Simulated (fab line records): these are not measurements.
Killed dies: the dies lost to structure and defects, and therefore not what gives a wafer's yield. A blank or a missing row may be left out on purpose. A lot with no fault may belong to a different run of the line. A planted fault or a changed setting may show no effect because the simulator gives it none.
Which of the tools did it? | flow n5 finfet | 22 lots with 66 wafers sampled at 2 steps, on a route of 1938 steps

## WHAT EACH GAUGE READ, for each wafer
N5_STI_FIN_REVEAL_THK_MEAS_05. Usual: thk nm reads 132.0 nm (standard deviation 1.1).
lot  | measured    | on            | thk nm (nm)       | flag
L074 | day 2 10:20 | film metro-01 | 131.6 131.5 133.9 |
L075 | day 2 15:35 | film metro-02 | 131.6 131.5 132.5 |
L076 | day 2 21:11 | film metro-02 | 129.3 129.5 130.1 |
L077 | day 3 04:24 | film metro-02 | 132.2 133.6 131.6 |
L078 | day 3 09:10 | film metro-02 | 131.9 132.5 132.4 |
L079 | day 3 14:34 | film metro-02 | 133.3 134.1 136.2 |
L080 | day 3 20:40 | film metro-01 | 131.9 132.0 132.1 |
L082 | day 4 09:49 | film metro-02 | 131.5 132.0 132.1 |
L083 | day 4 15:25 | film metro-01 | 133.2 133.7 132.7 |
L084 | day 4 23:31 | film metro-01 | 130.6 131.9 130.5 |
L085 | day 5 03:45 | film metro-01 | 131.6 132.1 132.0 |
L086 | day 5 12:36 | film metro-01 | 133.8 132.9 131.6 |
L087 | day 5 16:06 | film metro-02 | 132.3 131.9 132.3 |
L088 | day 5 21:13 | film metro-01 | 134.4 133.0 131.2 |
L090 | day 6 10:28 | film metro-01 | 130.6 131.8 130.7 |
L091 | day 6 15:35 | film metro-02 | 131.6 131.7 132.1 |
L092 | day 6 20:59 | film metro-01 | 131.0 131.3 130.8 |
L093 | day 7 04:12 | film metro-02 | 132.2 132.8 132.7 |
L094 | day 7 09:02 | film metro-02 | 130.3 131.9 132.9 |
L095 | day 7 16:01 | film metro-02 | 132.2 131.9 132.2 |
L096 | day 7 23:49 | film metro-02 | 133.3 131.5 134.1 |
L097 | day 8 03:26 | film metro-02 | 131.5 131.7 131.2 |

## WHICH TOOL RAN EACH LOT (tool, then ch and the chambers of the sampled wafers, then the start)
lot  | N5_FIN_CUT_DESCUM_13
L074 | rie diel-06 ch 0,1, day 2 03:50
L075 | rie diel-01 ch 0,2,3, day 2 09:14
L076 | rie diel-02 ch 0,1,2, day 2 14:18
L077 | rie diel-02 ch 1,2,3, day 2 21:14
L078 | rie diel-02 ch 1,2,3, day 3 02:14
L079 | rie diel-06 ch 0,1,3, day 3 08:14
L080 | rie diel-02 ch 1,2,3, day 3 14:18
L082 | rie diel-06 ch 1,2,3, day 4 03:20
L083 | rie diel-01 ch 2,3, day 4 09:05
L084 | rie diel-01 ch 1,2,3, day 4 16:20
L085 | rie diel-02 ch 0,1,3, day 4 20:54
L086 | rie diel-01 ch 0,2,3, day 5 05:20
L087 | rie diel-01 ch 0,1,2, day 5 09:46
L088 | rie diel-02 ch 1,2,3, day 5 14:53
L090 | rie diel-01 ch 0,1,3, day 6 03:47
L091 | rie diel-06 ch 1,2, day 6 09:16
L092 | rie diel-06 ch 1,2,3, day 6 14:35
L093 | rie diel-06 ch 2,3, day 6 21:14
L094 | rie diel-01 ch 1,2,3, day 7 02:40
L095 | rie diel-02 ch 0,1,2, day 7 09:30
L096 | rie diel-06 ch 1,2,3, day 7 16:04
L097 | rie diel-06 ch 1,3, day 7 21:04
- N5_FIN_CUT_DESCUM_13: chemistry O2, time 7 s.

## WHAT THE TOOLS THEMSELVES READ (means of the sampled wafers that have a number; where no wafer has one, the mark that the record gives instead)
N5_FIN_CUT_DESCUM_13. Usual: drypump motor current A 5.5 A, standard deviation 0.5; oes product au 0.78 a.u., standard deviation 0.06; rf fwd power W 49.32 W, standard deviation 0.27; rf vpp V 242.6 V, standard deviation 1.4; showerhead plenum p Torr 2.06 Torr, standard deviation 0.081; throttle valve pct 20.32 %, standard deviation 0.16.
lot  | tool        | drypump motor current A (A) | oes product au (a.u.) | rf fwd power W (W) | rf vpp V (V) | showerhead plenum p Torr (Torr) | throttle valve pct (%) | flag
L074 | rie diel-06 | 5.3                         | 0.78                  | 49.30              | 242.2        | 2.08                            | 20.53                  |
L075 | rie diel-01 | 5.8                         | 0.78                  | 49.29              | 243.1        | 2.04                            | 20.25                  |
L076 | rie diel-02 | 5.5                         | 0.85                  | 49.57              | 243.1        | 2.09                            | 20.14                  |
L077 | rie diel-02 | 5.7                         | 0.81                  | 49.60              | 242.9        | 2.05                            | 20.22                  |
L078 | rie diel-02 | 5.7                         | 0.80                  | 49.51              | 242.3        | 2.04                            | 20.22                  |
L079 | rie diel-06 | 5.3                         | 0.76                  | 49.39              | 241.7        | 2.03                            | 20.44                  |
L080 | rie diel-02 | 5.8                         | 0.80                  | 49.47              | 242.9        | 2.04                            | 20.25                  |
L082 | rie diel-06 | 5.2                         | 0.76                  | 49.21              | 242.4        | 2.01                            | 20.33                  |
L083 | rie diel-01 | 5.9                         | 0.73                  | 49.56              | 243.1        | 2.08                            | 20.35                  |
L084 | rie diel-01 | 5.6                         | 0.74                  | 49.30              | 243.3        | 2.11                            | 20.42                  |
L085 | rie diel-02 | 5.8                         | 0.84                  | 49.49              | 242.0        | 2.12                            | 20.21                  |
L086 | rie diel-01 | 5.8                         | 0.75                  | 49.26              | 241.9        | 2.04                            | 20.28                  |
L087 | rie diel-01 | 5.5                         | 0.77                  | 49.00              | 242.4        | 2.07                            | 20.35                  |
L088 | rie diel-02 | 5.7                         | 0.78                  | 49.62              | 242.5        | 2.04                            | 20.27                  |
L090 | rie diel-01 | 5.3                         | 0.74                  | 49.23              | 241.7        | 2.06                            | 20.39                  |
L091 | rie diel-06 | 4.9                         | 0.77                  | 49.12              | 241.7        | 2.01                            | 20.38                  |
L092 | rie diel-06 | 5.2                         | 0.73                  | 49.18              | 242.0        | 2.00                            | 20.35                  |
L093 | rie diel-06 | 5.2                         | 0.72                  | 49.12              | 241.4        | 2.00                            | 20.32                  |
L094 | rie diel-01 | 5.6                         | 0.71                  | 49.26              | 243.7        | 2.11                            | 20.44                  |
L095 | rie diel-02 | 5.5                         | 0.81                  | 49.45              | 242.0        | 2.08                            | 20.20                  |
L096 | rie diel-06 | 5.2                         | 0.73                  | 49.20              | 241.8        | 2.00                            | 20.37                  |
L097 | rie diel-06 | 5.2                         | 0.74                  | 49.23              | 241.8        | 2.00                            | 20.41                  |

## THE ANSWER, worked out from the rows above alone
Rule: lot off if the mean of its wafers having a number is beyond 3 standard deviations from the usual mean. A lot without any number at a reading at which 4 lots or more have one is off too. The other lots that the step has rows for count as sound. Order of review: gauges by route order, followed by the tools' own readings, for which a lot's mean as printed above is used. The first step at which some lot is off is used, and at that step the reading that is off furthest; a lot without a number counts as furthest.
Across all readings shown, no lot is off: no conclusion can be drawn from this.

## WHAT THE SIMULATOR HAD PUT IN
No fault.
